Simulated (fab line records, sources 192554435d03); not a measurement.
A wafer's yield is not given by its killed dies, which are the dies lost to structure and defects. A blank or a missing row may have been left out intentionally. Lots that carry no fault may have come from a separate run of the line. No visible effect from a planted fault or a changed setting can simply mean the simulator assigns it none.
The tool behind it: which one? :: flow n5Finfet :: Sampling: 15 lots, 45 wafers, 2 of 1938 route steps

== WHAT THE GAUGES READ, wafer by wafer ==
N5_MIM_TOP_LITHO_OVL_MEAS_11.
lot: L234
measured: day 11 23:03
on: overlay-02
MIM_TOP_OVL (nm): -3 -10 -9

lot: L236
measured: day 12 16:19
on: overlay-01
MIM_TOP_OVL (nm): -2 1 -4

lot: L237
measured: day 12 17:12
on: overlay-02
MIM_TOP_OVL (nm): -2 -10 -6

lot: L238
measured: day 12 17:22
on: overlay-02
MIM_TOP_OVL (nm): -1 0 4

lot: L239
measured: day 12 19:41
on: overlay-02
MIM_TOP_OVL (nm): 6 6 9

lot: L240
measured: day 13 03:57
on: overlay-02
MIM_TOP_OVL (nm): 1 -4 -5

lot: L242
measured: day 13 15:49
on: overlay-02
MIM_TOP_OVL (nm): -3 -3 -3

lot: L243
measured: day 14 00:20
on: overlay-01
MIM_TOP_OVL (nm): 10 -3 -4

lot: L244
measured: day 14 03:08
on: overlay-02
MIM_TOP_OVL (nm): 1 -1 -3

lot: L248
measured: day 15 00:37
on: overlay-01
MIM_TOP_OVL (nm): 0 10 7

lot: L252
measured: day 17 12:00
on: overlay-01
MIM_TOP_OVL (nm): -1 -6 -1

lot: L253
measured: day 17 12:14
on: overlay-02
MIM_TOP_OVL (nm): -8 -7 -9

lot: L256
measured: day 17 16:34
on: overlay-01
MIM_TOP_OVL (nm): 9 4 5

lot: L254
measured: day 17 18:46
on: overlay-01
MIM_TOP_OVL (nm): -6 -7 -4

lot: L255
measured: day 18 14:55
on: overlay-01
MIM_TOP_OVL (nm): -4 -4 -8

== WHICH TOOL RAN EACH LOT (tool, then ch and the chambers of the sampled wafers, then the start) ==
lot: L234
N5_MIM_TOP_SPUTTER_03: pvdSputter-02, day 11 22:38

lot: L236
N5_MIM_TOP_SPUTTER_03: pvdSputter-03, day 12 15:53

lot: L237
N5_MIM_TOP_SPUTTER_03: pvdSputter-03, day 12 16:39

lot: L238
N5_MIM_TOP_SPUTTER_03: pvdSputter-03, day 12 16:46

lot: L239
N5_MIM_TOP_SPUTTER_03: pvdSputter-02, day 12 19:08

lot: L240
N5_MIM_TOP_SPUTTER_03: pvdSputter-03, day 13 03:32

lot: L242
N5_MIM_TOP_SPUTTER_03: pvdSputter-03, day 13 15:14

lot: L243
N5_MIM_TOP_SPUTTER_03: pvdSputter-01, day 13 23:47

lot: L244
N5_MIM_TOP_SPUTTER_03: pvdSputter-02, day 14 02:43

lot: L248
N5_MIM_TOP_SPUTTER_03: pvdSputter-01, day 15 00:04

lot: L252
N5_MIM_TOP_SPUTTER_03: pvdSputter-02, day 17 11:35

lot: L253
N5_MIM_TOP_SPUTTER_03: pvdSputter-03, day 17 11:49

lot: L256
N5_MIM_TOP_SPUTTER_03: pvdSputter-03, day 17 16:01

lot: L254
N5_MIM_TOP_SPUTTER_03: pvdSputter-03, day 17 18:13

lot: L255
N5_MIM_TOP_SPUTTER_03: pvdSputter-01, day 18 14:22
- N5_MIM_TOP_SPUTTER_03: material TiN, target thk 35 nm, time 89.7 s.

== AS READ BY THE TOOLS THEMSELVES (means over the sampled wafers that have a number; for cases with no such wafer, the mark the record gives instead) ==
N5_MIM_TOP_SPUTTER_03.
lot: L234
tool: pvdSputter-02
chamberPressurePa (Pa): 0.4995
throttleValvePct (%): 31.2

lot: L236
tool: pvdSputter-03
chamberPressurePa (Pa): 0.4997
throttleValvePct (%): 30.6

lot: L237
tool: pvdSputter-03
chamberPressurePa (Pa): 0.5000
throttleValvePct (%): 30.6

lot: L238
tool: pvdSputter-03
chamberPressurePa (Pa): 0.5001
throttleValvePct (%): 30.7

lot: L239
tool: pvdSputter-02
chamberPressurePa (Pa): 0.4999
throttleValvePct (%): 31.2

lot: L240
tool: pvdSputter-03
chamberPressurePa (Pa): 0.5012
throttleValvePct (%): 31.5

lot: L242
tool: pvdSputter-03
chamberPressurePa (Pa): 0.5011
throttleValvePct (%): 30.7

lot: L243
tool: pvdSputter-01
chamberPressurePa (Pa): 0.4999
throttleValvePct (%): 30.5

lot: L244
tool: pvdSputter-02
chamberPressurePa (Pa): 0.5005
throttleValvePct (%): 30.7

lot: L248
tool: pvdSputter-01
chamberPressurePa (Pa): 0.5006
throttleValvePct (%): 29.8

lot: L252
tool: pvdSputter-02
chamberPressurePa (Pa): 0.4999
throttleValvePct (%): 30.7

lot: L253
tool: pvdSputter-03
chamberPressurePa (Pa): 0.4995
throttleValvePct (%): 29.8

lot: L256
tool: pvdSputter-03
chamberPressurePa (Pa): 0.5002
throttleValvePct (%): 30.0

lot: L254
tool: pvdSputter-03
chamberPressurePa (Pa): 0.4996
throttleValvePct (%): 30.7

lot: L255
tool: pvdSputter-01
chamberPressurePa (Pa): 0.5013
throttleValvePct (%): 29.9

== THE ANSWER, worked out from the rows above alone ==
Rule: what is usual is taken from the lots themselves. The widest of any qualifying gaps counts: lots, ordered by their means at a reading, are off when they make up no more than a third of the lots, leave a main group of 4 or more, and stand apart from it by 3 or more times the standard deviation of that group's means. A main group is skipped when, at the precision printed for the reading in the tables above, its means are all equal. A lot without any number at a reading at which 4 lots or more have one is off too. Where the step has rows for the other lots, those lots are counted as sound. After the gauges, taken in route order, come the tools' own readings; for these a lot's mean is taken, as printed above. The first step at which some lot is off is used, and at that step the reading that is off furthest; a lot without a number counts as furthest.
Across all readings shown, no lot is off: no conclusion can be drawn from this.

== WHAT HAD BEEN PUT IN BY THE SIMULATOR ==
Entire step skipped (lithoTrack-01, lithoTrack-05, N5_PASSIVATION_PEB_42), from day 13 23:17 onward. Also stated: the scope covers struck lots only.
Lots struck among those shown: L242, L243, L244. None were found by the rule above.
